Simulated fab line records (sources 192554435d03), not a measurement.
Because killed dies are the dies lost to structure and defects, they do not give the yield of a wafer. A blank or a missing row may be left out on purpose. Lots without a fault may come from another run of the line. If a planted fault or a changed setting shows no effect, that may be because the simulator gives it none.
Matching of chambers ; flow n5Finfet ; N5_DUMMY_REMOVAL_STRIP_10 on rieDiel-05 has 4 sister chambers
The step strips in N2/H2, time 40 s. 4 wafers are shown with their chamber, then 7 later ones without.

WAFERS WITH THEIR CHAMBER
wafer;chamber;showerheadPlenumPTorr (Torr)
L815.5;3;3.35
L825.5;1;3.57
L827.1;2;3.56
L827.2;0;3.30

WAFERS WITHOUT THEIR CHAMBER
wafer;showerheadPlenumPTorr (Torr)
L827.4;3.33
L828.1;3.31
L828.2;3.33
L828.3;3.56
L835.1;3.55
L835.3;3.33
L835.6;3.33

THE CHAMBER EACH PASSED THROUGH
wafer;from the rows above;in truth
L827.4;can't be placed: 3 or 0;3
L828.1;can't be placed: 0 or 3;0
L828.2;can't be placed: 3 or 0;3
L828.3;can't be placed: 2 or 1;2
L835.1;can't be placed: 2 or 1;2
L835.3;can't be placed: 3 or 0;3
L835.6;can't be placed: 3 or 0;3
0 of 7 placed correctly. Can't be placed from these rows: 7 (the true chamber is among the candidates in 7). 0 placed wrongly.
How it was worked out, from the rows above alone: a wafer's distance from a chamber is the root of the sum, over the readings, of the square of ((its reading less the chamber's mean) divided by the reading's scatter). If the next closest chamber is less than 2 further off than the closest, the wafer can't be placed; otherwise it belongs to the closest. Each chamber's mean is taken over the wafers shown for it. The scatter: with one shown wafer a chamber, the root of the mean of the squares of how far each hidden wafer lies from its nearest shown one.
